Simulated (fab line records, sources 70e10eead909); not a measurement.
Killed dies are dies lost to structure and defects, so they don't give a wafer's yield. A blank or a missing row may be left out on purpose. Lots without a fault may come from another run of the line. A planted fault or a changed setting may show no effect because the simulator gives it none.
Problem report in the 8D (eight disciplines) form, filled by code | flow nand_harc | the parts of the form that need people (team, actions taken, sign-off) are left out

1. THE PROBLEM
killed_at_array at NHARC_END_SORT_01 reads a mean of 672 on 6 wafers of 2 lots; wafers without a fault read 53 with a standard deviation of 20. That is +31 standard deviations from the usual mean.
First seen on wafer L740.4, day 29 06:35, on prober-01. The record holds 18 wafers of 6 lots with a number at this step. Rule for "out", or "out of limits": more than 4 standard deviations from the usual mean. The other wafers with a number count as sound.

2. WHAT IT IS AND WHAT IT IS NOT
question                    | is                           | is not
which readings at this step | killed_at_array, killed_dies | killed_at_periphery, killed_open, killed_short
which lots                  | L740, L742                   | L730, L739, L748, L750
which wafers of those lots  | all that have a number       | -
read on which gauges        | prober-01                    | prober-02
when                        | from day 29 06:35            | up to then (5 sound wafers); but 7 sound wafers of L739, L748, L750 came after

3. SUSPECTS, AND WHAT RULES EACH OUT
Counting: a tool at a process step up to the reading stays a suspect if it ran every lot that is out and no sound lot after the first of them.
- the gauge at NHARC_END_SORT_01: kept. All the wafers that are out were read on prober-01, and no step on other tools shows them out.
- rie_diel-03 at NHARC_A_SGD_CUT_DESCUM_14 (chemistry O2, time 3 s): kept. It ran every lot that is out, first L740 (day 23 22:02), and no sound lot after that; its last sound lot up to then is L730 (day 19 15:56).
- rie_diel-03 at NHARC_A_SGD_CUT_ETCH_15 (etches the open film in CH3F/O2, target depth 75 nm, time 64.3 s): kept. It ran every lot that is out, first L740 (day 24 05:04), and no sound lot after that; its last sound lot up to then is L730 (day 19 22:32). NHARC_A_SGD_CUT_ETCH_15 gives no start for some lots, so the hours and the order of its lots are those of NHARC_A_SLIT_DEP_25.
- pecvd-01 at NHARC_A_SLIT_DEP_25 (deposits SiO2, target thk 200 nm): ruled out as a lasting fault. Sound lots L750 ran on it after its first lot that is out, L740 (day 24 05:04).
Left after counting: rie_diel-03 at NHARC_A_SGD_CUT_DESCUM_14, rie_diel-03 at NHARC_A_SGD_CUT_ETCH_15, prober-01 at NHARC_END_SORT_01.

4. THE CAUSE (what the simulator had put in)
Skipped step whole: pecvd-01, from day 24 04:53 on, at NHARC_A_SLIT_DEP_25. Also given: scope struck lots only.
Counting ruled it out, wrongly: the rule takes a fault to strike every lot that its tool runs from its start on, and this one did not.

5. THE CHAIN OF EFFECTS, in route order
Each row: a reading whose mean over the struck wafers that have a number lies more than 3 standard deviations from the usual. Only readings for which the record gives a usual standard deviation are gone through. hours: the time from each lot's start at the first step in this table that gives one to its start at this step, as a median over the lots. sigmas: the change in usual standard deviations.
hours | step              | reading         | usual | on struck wafers | change | sigmas
0     | NHARC_END_SORT_01 | killed_at_array | 53    | 672              | +619   | +31
0     | NHARC_END_SORT_01 | killed_dies     | 58    | 677              | +619   | +31
Readings that are blank on the struck wafers while sound wafers have them: chamber_pressure_Torr at NHARC_A_SLIT_DEP_25; flow_sccm at NHARC_A_SLIT_DEP_25; heater_power_outer_w at NHARC_A_SLIT_DEP_25; heater_power_w at NHARC_A_SLIT_DEP_25; throttle_valve_pct at NHARC_A_SLIT_DEP_25.

6. WHAT WOULD HAVE CAUGHT IT SOONER
In this record the first reading out of limits at a measuring or inspecting step was taken at day 29 06:35, 122 hours after the fault began at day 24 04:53.
At NHARC_A_SLIT_DEP_25 the tool's readings are blank on the struck wafers, where sound wafers have them: an empty tool record is the first sign, and it was there at once.
